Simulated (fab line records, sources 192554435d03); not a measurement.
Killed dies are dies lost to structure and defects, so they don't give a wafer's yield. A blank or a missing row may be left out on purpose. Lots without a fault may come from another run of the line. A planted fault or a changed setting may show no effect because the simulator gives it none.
A struck lot beside a sound one | flow n5_finfet | 24 steps out of a route of 1938
Sound: wafers L887.1, L887.2, L887.4. Struck: wafer L892.4. (L892.1, L892.5 of the same lot were not struck and are left out.) The cause comes at the end.
At each step with rows: each side's tool, then ch and its chambers, then its first start. Under that, the readings that differ: sound wafers | struck wafers | difference of the means | sigmas: that difference in standard deviations of wafers without a fault.
alike: readings whose means differ by less than 2 such deviations, and words and numbers that are the same on both sides. not compared: withheld readings, readings that some wafer has no value for, bounds like >300 that may hide the same value, and numbers for which the record gives no deviation and whose values overlap.
The two part at a step that has a row with sigmas, a row that says differs or no value, or rows on one side only. Numbers that don't overlap but have no deviation are shown without sigmas and don't part them. A reading that every wafer of one side lacks parts them only if that side has two wafers or more.

first, 9 steps without rows for these wafers: N5_BEOL_M13_SOFTBAKE_05 (time 60 s); N5_BEOL_M13_EXPOSE_07 (exposes mask V12); N5_BEOL_M13_PEB_08 (peb time 90 s); N5_BEOL_M13_DEVELOP_09 (develop time 45 s); N5_BEOL_M13_HARDBAKE_14 (time 120 s); N5_BEOL_M13_DESCUM_15 (chemistry O2, time 7.9 s); N5_BEOL_M13_ETCH_59 (etches BARC in N2/H2, target depth 89 nm, overetch 26.7 nm, time 67.9 s); N5_BEOL_M13_VIA_ETCH_16 (etches SiOC in C4F8/O2/Ar, target depth 921.7 nm); N5_BEOL_M13_STRIP_63 (strips in N2/H2).
N5_BEOL_M13_STRIP_64: strips in N2/H2.
  sound on plasma_asher-01 ch 0,1, day 12 16:03; struck on plasma_asher-01 ch 1, day 12 19:00
  alike: drypump_motor_current_A, heater_power_w, oes_product_au, strip_time_to_endpoint_s
  not compared: rf_hours_counter_h
then, 11 steps without rows for these wafers: N5_BEOL_M13_STRIP_71 (strips in post etch residue remover, time 60 s); N5_BEOL_M13_SRD_72 (time 30 s, dry time 30 s); N5_BEOL_M13_COAT_65 (time 60 s, resist thk 350 nm); N5_BEOL_M13_COAT_66 (time 60 s, resist thk 110 nm); N5_BEOL_M13_COAT_22 (resist thk 300 nm); N5_BEOL_M13_EBR_24; N5_BEOL_M13_SOFTBAKE_23 (time 60 s); N5_BEOL_M13_EXPOSE_25 (exposes mask M13, target cd 210 nm); N5_BEOL_M13_PEB_26 (peb time 90 s); N5_BEOL_M13_DEVELOP_27 (develop time 45 s); N5_BEOL_M13_HARDBAKE_32 (time 120 s).
N5_BEOL_M13_INSPECT_30: inspects for defects (macro).
  sound on defect_inspect-01, day 12 16:35; struck on defect_inspect-01, day 12 19:40
  reading          | sound | struck | difference | sigmas
  raw_defect_count | 4 1 1 | >300   | differs    |
then, 1 step without rows for these wafers: N5_BEOL_M13_DESCUM_33 (chemistry O2, time 7.9 s).
N5_PASSIVATION_PROBE_49:
  the record has rows for the struck wafers here (prober-02, day 14 13:11) and none for the sound ones

WHERE THEY PART
First at N5_BEOL_M13_INSPECT_30; last, within this record, at N5_PASSIVATION_PROBE_49.

WHY: what the simulator had put in
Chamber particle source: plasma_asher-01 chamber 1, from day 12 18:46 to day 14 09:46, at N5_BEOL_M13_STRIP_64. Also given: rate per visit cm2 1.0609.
